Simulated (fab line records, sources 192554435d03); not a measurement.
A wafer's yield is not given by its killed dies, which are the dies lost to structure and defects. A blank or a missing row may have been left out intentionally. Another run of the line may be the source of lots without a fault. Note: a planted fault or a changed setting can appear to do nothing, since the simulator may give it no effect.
fab line records	flow n5Finfet
[record] lots = 9	wafers = 27	lastDay = 18
route steps=1938 shown BEOL_M13@1715 BEOL_M14@1731 PASSIVATION@1936
lots with no fault: from the same line, run without faults
startH: hours from the record's opening day to when the first of the lot's shown wafers began	waitH: time in hours since the lot's previous step	" unchanged from the row above	L1.1+2: one row covering several wafers at once	- value missing, or start not given	* or withheld: withheld	< > ~ a bound
route shown NAME@n: NAME is a module with steps in the file, n the number in the route of the first one	usual: mean/standard deviation of fault-free wafers	same: alike in all rows	chamber/n: place in a boat	sites: each site's reading	_std_site: the standard deviation of these	_edge_site: inner sites' mean taken away from outer sites' mean	radiusMm: how far each site lies from the wafer's centre	mask NAME#n: copy n	behind: the most recent tool/chamber to have shaped the wafer	hold: why the lot went on hold/how many hours it stayed there/how the hold came to an end	device: the n, p or np transistor that did not switch	end of line: the route-end tests of the same wafers	a step given without rows: its recipe and nothing more	killed: not the wafer's yield, but the dies lost to structure and defects at the first sort	map: a wafer's dies, marking killed ones x, the rest . and places with no die _
set.NAME: the run value of the setting; set.NAME@STEP: its run value at that earlier step	model.NAME: the simulator's own value behind a step, which no gauge read
route steps across a sampled set of lots; one table per step, one row per wafer
services: the hour from which a tool's chamber was out of use, counted from the record's first day as startH (under 0 if before that day), plus the number of hours and why
[[steps]]
[step N5_BEOL_M13_INSPECT_55]
[recipe] inspectInstrument = darkfield	mode = postDep
[usual] rawDefectCount = 65/22
lot.wafer	tool	chamber	startH	waitH	rawDefectCount
L282.1	defectInspect-01	-	262.88	0.0	43
L282.4	"	-	"	"	45
L282.6	"	-	"	"	60
L283.3	defectInspect-01	-	272.66	0.0	59
L283.5	"	-	"	"	58
L283.6	"	-	"	"	81
L284.2	defectInspect-01	-	276.20	0.0	43
L284.4	"	-	"	"	46
L284.5	"	-	"	"	34
L286.1	defectInspect-01	-	299.37	0.0	67
L286.3	"	-	"	"	54
L286.4	"	-	"	"	90
L289.4	defectInspect-01	-	303.32	0.0	48
L289.5	"	-	"	"	32
L289.6	"	-	"	"	30
L296.4	defectInspect-02	-	349.38	0.0	81
L296.5	"	-	"	"	97
L296.6	"	-	"	"	64
L300.2	defectInspect-01	-	362.98	0.0	85
L300.3	"	-	"	"	81
L300.5	"	-	"	"	42
L302.1	defectInspect-01	-	396.29	0.0	55
L302.4	"	-	"	"	39
L302.5	"	-	"	"	56
L304.2	defectInspect-02	-	407.03	0.0	61
L304.3	"	-	"	"	112
L304.5	"	-	"	"	67
[step N5_BEOL_M14_VIA_ETCH_16]
[recipe] chemistry = C4F8/O2/Ar	target = SiO2	heInnerTorr = 15	heOuterTorr = 30	targetDepthA = 12313	timeS = withheld	ionEnergyEv = 800	pressureMtorr = 20	sourceW = 1905	biasW = 2040	Ar_flow_sccm = 400	C4F8_flow_sccm = 16	O2_flow_sccm = 12	ends = cleared
[usual] chamberPressureMTorr = 20.000/0.018	drypumpMotorCurrentA = 5.6/0.59	oes_f_703_au = 0.80/0.073	oesProductAu = 0.73/0.072	rfVppV = 2233/25	showerheadPlenumPTorr = 3.42/0.11	throttleValvePct = 30.83/0.26
lot.wafer	tool	chamber	startH	waitH	chamberPressureMTorr	drypumpMotorCurrentA	oes_f_703_au	oesProductAu	rfVppV	showerheadPlenumPTorr	throttleValvePct
L282.1	rieDiel-01	2	263.86	0.0	20.032	6.4	0.82	0.73	2204	3.49	30.53
L282.4	"	1	"	"	19.991	5.1	0.71	0.65	2229	3.40	30.77
L282.6	"	3	"	"	19.988	5.3	0.90	0.82	2262	3.36	30.60
L283.3	rieDiel-05	2	273.37	0.0	19.994	5.5	0.89	0.83	2271	3.51	30.61
L283.5	"	2	"	"	20.008	5.5	0.90	0.83	2270	3.51	30.62
L283.6	"	1	"	"	20.000	5.8	0.93	0.86	2228	3.40	30.74
L284.2	rieDiel-01	1	276.91	0.0	20.000	5.1	0.72	0.65	2227	3.40	30.80
L284.4	"	0	"	"	20.009	4.9	0.76	0.70	2244	3.30	30.95
L284.5	"	0	"	"	20.018	4.9	0.76	0.69	2244	3.30	30.94
L286.1	rieDiel-01	3	300.28	0.0	19.992	5.3	0.88	0.82	2261	3.35	30.62
L286.3	"	1	"	"	20.022	5.1	0.71	0.64	2228	3.39	30.80
L286.4	"	2	"	"	19.992	6.4	0.81	0.71	2203	3.48	30.53
L289.4	rieDiel-01	1	304.15	0.0	20.011	5.1	0.71	0.64	2229	3.39	30.79
L289.5	"	0	"	"	20.038	4.9	0.76	0.69	2243	3.30	30.95
L289.6	"	1	"	"	19.966	5.1	0.72	0.64	2228	3.39	30.78
L296.4	rieDiel-05	3	350.24	0.0	20.022	6.1	0.97	0.87	2238	3.52	31.09
L296.5	"	1	"	"	20.006	5.8	0.88	0.79	2227	3.38	30.76
L296.6	"	2	"	"	20.012	5.5	0.85	0.78	2269	3.49	30.63
L300.2	rieDiel-06	1	364.17	0.0	20.001	4.9	0.71	0.63	2191	3.30	31.50
L300.3	"	2	"	"	19.970	6.6	0.88	0.80	2235	3.63	30.72
L300.5	"	3	"	"	19.984	5.5	0.82	0.77	2283	3.66	31.21
L302.1	rieDiel-01	3	397.00	0.0	19.991	5.2	0.82	0.76	2259	3.33	30.64
L302.4	"	0	"	"	19.975	4.9	0.74	0.67	2240	3.28	30.97
L302.5	"	3	"	"	19.973	5.2	0.83	0.76	2260	3.33	30.66
L304.2	rieDiel-05	3	407.94	0.0	19.958	6.1	0.91	0.82	2237	3.51	31.07
L304.3	"	0	"	"	20.001	6.1	0.78	0.71	2201	3.33	30.67
L304.5	"	0	"	"	20.024	6.1	0.79	0.71	2199	3.33	30.67
[step N5_BEOL_M14_EXPOSE_25]
[recipe] maskId = M14	na = 0.8	sourceShape = annular	sigmaInner = 0.5	sigmaOuter = 0.8	polarization = unpolarized	targetCdNm = 280	doseMj = 26.6
[usual] exposureDoseMJCm2 = 26.582/0.026
lot.wafer	tool	chamber	startH	waitH	mask	exposureDoseMJCm2
L282.1	krfScanner-02	0	264.37	-	M14#0	26.548
L282.4	"	0	"	"	M14#0	26.560
L282.6	"	0	"	"	M14#0	26.569
L283.3	krfScanner-02	0	273.88	-	M14#0	26.578
L283.5	"	0	"	"	M14#0	26.564
L283.6	"	0	"	"	M14#0	26.588
L284.2	krfScanner-02	0	277.43	-	M14#0	26.573
L284.4	"	0	"	"	M14#0	26.562
L284.5	"	0	"	"	M14#0	26.591
L286.1	krfScanner-02	0	300.79	-	M14#0	26.562
L286.3	"	0	"	"	M14#0	26.559
L286.4	"	0	"	"	M14#0	26.549
L289.4	krfScanner-01	0	304.80	-	M14#0	26.595
L289.5	"	0	"	"	M14#0	26.642
L289.6	"	0	"	"	M14#0	26.628
L296.4	krfScanner-02	0	350.89	-	M14#0	28.847
L296.5	"	0	"	"	M14#0	28.854
L296.6	"	0	"	"	M14#0	28.839
L300.2	krfScanner-02	0	364.81	-	M14#0	28.371
L300.3	"	0	"	"	M14#0	28.385
L300.5	"	0	"	"	M14#0	28.364
L302.1	krfScanner-01	0	397.51	-	M14#0	26.590
L302.4	"	0	"	"	M14#0	26.575
L302.5	"	0	"	"	M14#0	26.579
L304.2	krfScanner-01	0	408.46	-	M14#0	26.577
L304.3	"	0	"	"	M14#0	26.530
L304.5	"	0	"	"	M14#0	26.548
[step N5_BEOL_M14_CD_MEAS_28]
[recipe] targetCdNm = 284.4	landingEnergyEv = 500	detector = seInlens
[usual] cdNm = 283.7/1.6
[same] landingEnergyEv = 500
lot.wafer	tool	chamber	startH	waitH	cdNm
L282.1	cdSem-01	0	264.54	-	284.1
L282.4	"	0	"	"	281.9
L282.6	"	0	"	"	280.5
L283.3	cdSem-03	0	274.05	-	283.7
L283.5	"	0	"	"	283.8
L283.6	"	0	"	"	282.1
L284.2	cdSem-03	0	277.59	-	282.1
L284.4	"	0	"	"	285.6
L284.5	"	0	"	"	285.1
L286.1	cdSem-01	0	300.96	-	281.6
L286.3	"	0	"	"	281.6
L286.4	"	0	"	"	283.3
L289.4	cdSem-02	0	304.95	-	284.9
L289.5	"	0	"	"	282.2
L289.6	"	0	"	"	281.6
L296.4	cdSem-02	0	351.04	-	295.4
L296.5	"	0	"	"	295.4
L296.6	"	0	"	"	295.6
L300.2	cdSem-02	0	364.98	-	293.7
L300.3	"	0	"	"	295.0
L300.5	"	0	"	"	291.9
L302.1	cdSem-02	0	397.68	-	284.9
L302.4	"	0	"	"	286.4
L302.5	"	0	"	"	282.9
L304.2	cdSem-01	0	408.62	-	284.6
L304.3	"	0	"	"	281.4
L304.5	"	0	"	"	280.3
[step N5_BEOL_M14_ETCH_68]
[recipe] chemistry = N2/H2	target = SOC	maskMaterial = SiARC	sourceW = 3000	biasW = 350	tempC = 40	timeS = 450	ionEnergyEv = 200	pressureMtorr = 30	n2FlowSccm = 200	h2FlowSccm = 200
[usual] chamberPressureMTorr = 30.001/0.028	drypumpMotorCurrentA = 5.6/0.57	oesProductAu = 0.81/0.087	rfVppV = 523.9/2.9	showerheadPlenumPTorr = 2.55/0.1	tempC = 39.97/0.1	throttleValvePct = 17.75/0.25
lot.wafer	tool	chamber	startH	waitH	chamberPressureMTorr	drypumpMotorCurrentA	oesProductAu	rfHoursCounterH	rfVppV	showerheadPlenumPTorr	tempC	throttleValvePct
L282.1	rieDiel-05	2	265.70	0.1	29.986	5.5	0.92	18	524.2	2.61	39.92	17.49
L282.4	"	1	"	"	29.940	5.8	0.95	8	521.8	2.49	39.92	17.46
L282.6	"	2	"	"	29.993	5.5	0.92	-	525.5	2.61	39.94	17.49
L283.3	rieDiel-06	2	274.32	0.1	29.979	6.7	0.94	24	527.1	2.71	39.84	17.51
L283.5	"	1	"	"	29.978	4.8	0.73	-	519.6	2.43	40.09	18.08
L283.6	"	2	"	"	29.997	6.6	0.94	-	528.4	2.71	39.98	17.51
L284.2	rieDiel-01	2	277.89	0.1	30.038	6.5	0.79	103	523.6	2.55	39.99	17.26
L284.4	"	1	"	"	30.044	5.0	0.71	196	523.4	2.53	40.02	17.82
L284.5	"	1	"	"	30.020	5.1	0.71	-	524.1	2.53	39.98	17.81
L286.1	rieDiel-06	1	301.23	0.1	30.057	4.9	0.72	204	519.7	2.42	39.91	18.09
L286.3	"	3	"	"	30.027	5.5	0.91	11	527.8	2.74	40.08	18.02
L286.4	"	0	"	"	30.017	5.6	0.73	203	523.0	2.52	39.85	17.76
L289.4	rieDiel-06	1	305.23	0.1	29.995	4.9	0.72	205	519.6	2.42	39.80	18.11
L289.5	"	0	"	"	29.973	5.6	0.73	-	521.2	2.52	39.86	17.78
L289.6	"	3	"	"	30.039	5.5	0.91	-	528.6	2.74	39.87	18.00
L296.4	rieDiel-06	3	351.32	0.1	29.982	5.5	0.88	27	528.9	2.73	39.88	18.02
L296.5	"	2	"	"	29.988	6.6	0.89	-	529.6	2.70	39.95	17.55
L296.6	"	1	"	"	30.015	4.8	0.70	-	521.2	2.42	40.20	18.12
L300.2	rieDiel-05	2	365.24	0.1	29.970	5.5	0.86	57	525.6	2.59	40.06	17.55
L300.3	"	1	"	"	29.997	5.8	0.88	47	523.2	2.47	39.96	17.53
L300.5	"	1	"	"	30.007	5.8	0.87	-	521.4	2.47	39.85	17.52
L302.1	rieDiel-05	2	398.21	0.1	30.048	5.5	0.85	68	523.5	2.59	40.18	17.57
L302.4	"	3	"	"	29.975	6.1	0.92	18	525.2	2.59	39.98	17.79
L302.5	"	2	"	"	30.029	5.5	0.85	-	523.8	2.59	40.17	17.58
L304.2	rieDiel-05	3	408.89	0.1	30.016	6.1	0.91	21	525.6	2.59	39.84	17.81
L304.3	"	0	"	"	30.023	6.1	0.79	119	521.7	2.45	40.16	17.57
L304.5	"	2	"	"	29.992	5.5	0.85	-	525.8	2.58	39.82	17.58
[step N5_PASSIVATION_PROBE_49]
[usual] defectLimitedYield = 91.2/1.4	killed_at_M0_to_M3 = 35/11	killed_at_M4_up = 14/5.6	killedAtContacts = 12/5.6	killedAtFrontEnd = 38/11	killedAtOther = 4/3.4	killedDies = 103/17	killedOnRim = 13/3.5	killedOpen = 68/12	killedShort = 33/8.8	sort_bin_4_leakage = 0.00/0.007	sort_bin_5_function = 5.1/0.89	sort_bin_6_memory = 3.3/0.71	sortNPass = 1077/17	sortYieldPct = 91.2/1.4
[same] grossDies = 1180	killedAtBackSide = 0	sort_bin_8_speed[%] = 0
lot.wafer	tool	chamber	startH	waitH	defectLimitedYield[%]	killed_at_M0_to_M3	killed_at_M4_up	killedAtContacts	killedAtFrontEnd	killedAtOther	killedDies	killedOnRim	killedOpen	killedShort	sort_bin_4_leakage[%]	sort_bin_5_function[%]	sort_bin_6_memory[%]	sortNPass	sortYieldPct[%]
L296.4	prober-01	-	374.78	0.2	89.7	27	25	28	36	5	121	13	80	38	0	5.8	4.2	1059	89.7
L296.5	prober-01	-	374.83	0.2	91.3	24	15	15	44	5	103	13	65	38	0	5.3	3.1	1077	91.3
L296.6	prober-01	-	374.88	0.3	91.8	34	15	8	40	0	97	8	63	34	0	4.9	3.0	1083	91.8
// killed by level:class
L296.4 MOL_CONTACT_COAG:geometricParticle:open=23 BEOL_M4:geometricParticle:open=14 GATE_CUT:geometricParticle:short=6 GATE_CUT:geometricParticle:open=6 BEOL_M1:geometricParticle:open=6 MOL_CONTACT_COAG:geometricParticle:short=5 BEOL_M4:geometricParticle:short=5 FIN_SAQP:geometricParticle:short=4
L296.5 GATE_CUT:geometricParticle:short=13 MOL_CONTACT_COAG:geometricParticle:open=13 STI_FIN_REVEAL:geometricParticle:open=10 BEOL_M1:geometricParticle:open=9 ILD0:geometricParticle:open=5 BEOL_M4:geometricParticle:open=5 BEOL_M4:geometricParticle:short=5 BEOL_M0_SAQP:geometricParticle:open=4
L296.6 BEOL_M3:geometricParticle:open=11 ILD0:geometricParticle:short=7 BEOL_M0_SAQP:geometricParticle:short=7 BEOL_M4:geometricParticle:open=7 STI_FIN_REVEAL:geometricParticle:open=6 MOL_CONTACT_COAG:geometricParticle:open=6 GATE_CUT:geometricParticle:open=5 ILD0:geometricParticle:open=4
[[services]]
tool	chamber	startH	hours	kind
rieDiel-05	-	242.12	2.8	pm
rieDiel-05	0	249.32	13.7	repair
rieDiel-06	3	249.67	-	clean
rieDiel-06	3	249.67	-	consumableReplace:focusRing
rieDiel-06	3	249.67	-	consumableReplace:showerhead
rieDiel-06	3	249.67	21.2	scheduledDown
rieDiel-06	3	249.67	21.2	ventCycle
rieDiel-01	1	266.36	5.0	repair
krfScanner-01	-	280.28	1.0	pm
krfScanner-02	-	280.86	1.0	pm
krfScanner-01	-	281.86	4.4	pm
krfScanner-02	0	286.43	-	calibration
krfScanner-02	-	287.54	0.8	pm
krfScanner-01	0	311.12	-	calibration
rieDiel-05	3	319.94	-	clean
rieDiel-05	3	319.94	-	consumableReplace:focusRing
rieDiel-05	3	319.94	23.7	scheduledDown
rieDiel-05	3	319.94	23.7	ventCycle
rieDiel-06	-	323.83	2.8	pm
krfScanner-02	-	329.22	0.5	repair
rieDiel-06	1	353.19	3.7	repair
krfScanner-02	-	361.72	1.3	pm
rieDiel-01	0	368.40	6.1	repair
[[key]]
[firstSign] step = N5_BEOL_M14_EXPOSE_25	reading = exposureDoseMJCm2	direction = up	sigmas = 77	usual = 26.582	struck = 28.610
[effect] step = N5_BEOL_M14_CD_MEAS_28	reading = cdNm	direction = up	sigmas = 6.7	usual = 283.7	struck = 294.5	through = controlLoop
metAt N5_BEOL_M14_EXPOSE_25
struckLots L296,L300
[loopTrim] step = N5_BEOL_M14_EXPOSE_25	setting = dose	lots = L300
notActingAt N5_BEOL_M13_INSPECT_55,N5_BEOL_M14_VIA_ETCH_16,N5_BEOL_M14_ETCH_68
onsetBetween 300.79 350.89
[fault] kind = processParameterDrift	tool = krfScanner-02	chamber = -	onsetH = 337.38	steps = N5_BEOL_M14_EXPOSE_25	channel = doseMj	offset = 2.2656	shape = step	actsIn = theseRecipesOnly	stated = 26.6
// loopTrim: a control loop set the setting to another value than it would have without faults
